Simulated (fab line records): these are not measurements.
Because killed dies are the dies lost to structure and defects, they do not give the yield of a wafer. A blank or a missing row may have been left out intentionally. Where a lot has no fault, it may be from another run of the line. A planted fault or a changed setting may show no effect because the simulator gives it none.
Which tool was responsible? ; flow nandHarc ; 42 wafers from 14 lots sampled at 3 of the route's 1302 steps

== WHAT THE GAUGES SHOWED, per wafer ==
Not one reading of a measure or inspect step in the record can be checked against a usual standard deviation.

== WHAT TOOL EACH LOT RAN ON (gives the tool, then ch and the chambers of the sampled wafers, and finally the start) ==
lot;NHARC_P_GATE_ETCHBACK_37;NHARC_P_GATE_DEVELOP_90;NHARC_P_GATE_DEGAS_109
L150;rieDiel-01 ch 0,2,3, day 6 03:00 or earlier;lithoTrack-05 ch 0, day 6 03:00;pvdSputter-03, day 6 05:42
L151;rieDiel-01 ch 0,2,3, day 6 08:00 or earlier;lithoTrack-07 ch 0, day 6 08:00;pvdSputter-03, day 6 10:49
L153;rieDiel-01 ch 0,2,3, day 7 05:00 or earlier;lithoTrack-05 ch 0, day 7 05:00;pvdSputter-01, day 7 07:16
L154;rieDiel-07 ch 2,3, day 7 15:00 or earlier;lithoTrack-07 ch 0, day 7 15:00;pvdSputter-03, day 7 17:41
L155;rieDiel-11 ch 0,2,3, day 7 16:00 or earlier;lithoTrack-07 ch 0, day 7 16:00;pvdSputter-03, day 7 18:45
L159;rieDiel-07 ch 2,3, day 9 18:00 or earlier;lithoTrack-05 ch 0, day 9 18:00;pvdSputter-03, day 9 20:12
L162;rieDiel-11 ch 1,2,3, day 10 14:00 or earlier;lithoTrack-05 ch 0, day 10 14:00;pvdSputter-02, day 10 16:50
L166;rieDiel-11 ch 0,1,2, day 13 01:00 or earlier;lithoTrack-07, day 13 01:00;pvdSputter-03, day 13 03:13
L167;rieDiel-01 ch 0,1,2, day 13 01:00 or earlier;lithoTrack-05, day 13 01:00;pvdSputter-03, day 13 04:01
L168;rieDiel-07 ch 0,3, day 13 10:00 or earlier;lithoTrack-07 ch 0, day 13 10:00;pvdSputter-02, day 13 12:43
L171;rieDiel-11 ch 1,2, day 14 15:00 or earlier;lithoTrack-07 ch 0, day 14 15:00;pvdSputter-01, day 14 18:04
L170;rieDiel-07 ch 0,2,3, day 14 15:00 or earlier;lithoTrack-03 ch 0, day 14 15:00;pvdSputter-02, day 14 18:20
L172;rieDiel-01 ch 0,1,2, day 14 18:00 or earlier;lithoTrack-05 ch 0, day 14 18:00;pvdSputter-01, day 14 20:28
L173;rieDiel-11 ch 1,2, day 15 06:00 or earlier;lithoTrack-03 ch 0, day 15 06:00;pvdSputter-03, day 15 08:54
- NHARC_P_GATE_ETCHBACK_37: etches the open film in CHF3/O2, target depth 34.5 nm, time 17.2 s.
- NHARC_P_GATE_DEVELOP_90: time 70 s.
- NHARC_P_GATE_DEGAS_109: time 60 s.

== AS READ BY THE TOOLS THEMSELVES (means over the sampled wafers that have a number; for cases with no such wafer, the mark the record gives instead) ==
NHARC_P_GATE_ETCHBACK_37. Usual: drypumpMotorCurrentA 5.7 A, standard deviation 0.45; o2FlowSccm 9.99 sccm, standard deviation 0.03; oesProductAu 0.95 a.u., standard deviation 0.033; rfVppV 370.2 V, standard deviation 2.1; showerheadPlenumPTorr 2.38 Torr, standard deviation 0.092; throttleValvePct 20.572 %, standard deviation 0.0091.
lot;tool;drypumpMotorCurrentA (A);o2FlowSccm (sccm);oesProductAu (a.u.);rfVppV (V);showerheadPlenumPTorr (Torr);throttleValvePct (%);flag
L150;rieDiel-01;5.5;10.00;1.00;371.5;2.43;20.572;
L151;rieDiel-01;5.5;9.97;0.94;371.0;2.43;20.574;
L153;rieDiel-01;5.5;10.00;1.00;371.9;2.43;20.580;
L154;rieDiel-07;5.5;9.96;0.93;372.4;2.46;20.575;
L155;rieDiel-11;5.8;10.00;0.96;369.7;2.39;20.573;
L159;rieDiel-07;6.0;10.00;0.92;371.0;2.39;20.565;
L162;rieDiel-11;5.9;10.02;0.93;368.5;2.33;20.566;
L166;rieDiel-11;6.0;9.98;0.93;370.6;2.37;20.568;
L167;rieDiel-01;5.8;9.97;0.92;369.8;2.36;20.576;
L168;rieDiel-07;5.7;10.01;0.92;367.9;2.28;20.573;
L171;rieDiel-11;6.0;10.02;0.93;368.9;2.32;20.568;
L170;rieDiel-07;5.6;9.97;0.94;369.3;2.37;20.564;
L172;rieDiel-01;5.8;10.00;0.92;369.3;2.36;20.573;
L173;rieDiel-11;6.1;10.01;0.93;369.2;2.31;20.568;

NHARC_P_GATE_DEVELOP_90. Usual: chillPlateTempC 23.01 C, standard deviation 0.1; exhaustPa 45.1 Pa, standard deviation 0.77.
lot;tool;chillPlateTempC (C);exhaustPa (Pa);flag
L150;lithoTrack-05;22.98;44.5;
L151;lithoTrack-07;23.06;45.9;
L153;lithoTrack-05;23.15;44.0;
L154;lithoTrack-07;22.97;45.5;
L155;lithoTrack-07;23.04;45.7;
L159;lithoTrack-05;23.00;43.8;
L162;lithoTrack-05;23.08;44.7;
L166;lithoTrack-07;-;-;OFF
L167;lithoTrack-05;-;-;OFF
L168;lithoTrack-07;23.03;44.7;
L171;lithoTrack-07;23.06;45.4;
L170;lithoTrack-03;22.94;45.9;
L172;lithoTrack-05;23.11;44.2;
L173;lithoTrack-03;22.98;44.7;

NHARC_P_GATE_DEGAS_109. Usual: heaterPowerW 475 W, standard deviation 47; susceptorTempC 299.98 C, standard deviation 0.21.
lot;tool;heaterPowerW (W);susceptorTempC (C);flag
L150;pvdSputter-03;451;299.93;
L151;pvdSputter-03;453;299.80;
L153;pvdSputter-01;464;300.06;
L154;pvdSputter-03;438;300.06;
L155;pvdSputter-03;478;299.88;
L159;pvdSputter-03;458;300.06;
L162;pvdSputter-02;519;299.81;
L166;pvdSputter-03;501;299.94;
L167;pvdSputter-03;427;299.88;
L168;pvdSputter-02;526;299.85;
L171;pvdSputter-01;456;299.82;
L170;pvdSputter-02;498;300.12;
L172;pvdSputter-01;468;300.12;
L173;pvdSputter-03;465;300.05;

== THE ANSWER, worked out from the rows above alone ==
Rule: take the mean of a lot's wafers that have a number; if it is more than 3 standard deviations from the usual mean, the lot is off. A lot without any number at a reading at which 4 lots or more have one is off too. Where the step has rows for the other lots, those lots are counted as sound. After the gauges, taken in route order, come the tools' own readings; for these a lot's mean is taken, as printed above. The first step at which some lot is off is used, and at that step the reading that is off furthest; a lot without a number counts as furthest.
Off at NHARC_P_GATE_DEVELOP_90 (chillPlateTempC): L166, L167. Without a number there: L166, L167.
If a tool, at that step or one of the process steps before it, ran each lot that is off and ran no sound lot following the first of them, it fits. NHARC_P_GATE_ETCHBACK_37 gives no start for some lots, so the hours and the order of its lots are those of NHARC_P_GATE_DEVELOP_90. No candidate that was tried fits.

== WHAT THE SIMULATOR PUT IN ==
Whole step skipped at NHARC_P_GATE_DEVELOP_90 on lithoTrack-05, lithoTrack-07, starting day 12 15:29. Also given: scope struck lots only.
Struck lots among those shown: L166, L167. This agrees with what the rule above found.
